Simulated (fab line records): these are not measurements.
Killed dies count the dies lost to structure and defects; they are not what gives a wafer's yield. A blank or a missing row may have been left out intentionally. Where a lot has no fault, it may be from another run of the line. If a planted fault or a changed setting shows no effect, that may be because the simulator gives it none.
Chamber matching + flow n5 finfet + N5_BEOL_M8_ETCH_61 on rie diel-06: 4 sister chambers
The step etches SiARC in CF4, target depth 45.5 nm, time 75.8 s. 4 wafers are shown with their chamber, then 7 later ones without.

== WAFERS, EACH WITH ITS CHAMBER ==
| wafer  | chamber | showerhead plenum p Torr (Torr) |
|--------|---------|---------------------------------|
| L080.3 | 2       | 2.09                            |
| L080.4 | 3       | 2.03                            |
| L086.1 | 0       | 2.25                            |
| L086.2 | 1       | 2.12                            |

== WAFERS MISSING THEIR CHAMBER ==
| wafer  | showerhead plenum p Torr (Torr) |
|--------|---------------------------------|
| L086.6 | 2.12                            |
| L090.1 | 2.25                            |
| L090.2 | 2.12                            |
| L090.4 | 2.08                            |
| L096.1 | 2.24                            |
| L096.5 | 2.11                            |
| L096.6 | 2.24                            |

== WHICH CHAMBER EACH WENT THROUGH ==
| wafer  | from the rows above     | in truth |
|--------|-------------------------|----------|
| L086.6 | 1                       | 1        |
| L090.1 | 0                       | 0        |
| L090.2 | 1                       | 1        |
| L090.4 | 2                       | 2        |
| L096.1 | 0                       | 0        |
| L096.5 | can't be placed: 1 or 2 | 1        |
| L096.6 | 0                       | 0        |
Correct placement for 6 of the 7. Unplaceable from these rows: 1, with the true chamber sitting among the candidates in 1. Number placed wrongly: 0.
How it was worked out, from the rows above alone: a wafer's distance from a chamber is the root of the sum, over the readings, of the square of ((its reading less the chamber's mean) divided by the reading's scatter). The wafer belongs to the nearest chamber; if the next one is less than 2 further off, it can't be placed. Each chamber's mean is taken over the wafers shown for it. The scatter: root of mean squared gap, hidden wafer to nearest shown wafer, with one shown wafer a chamber.
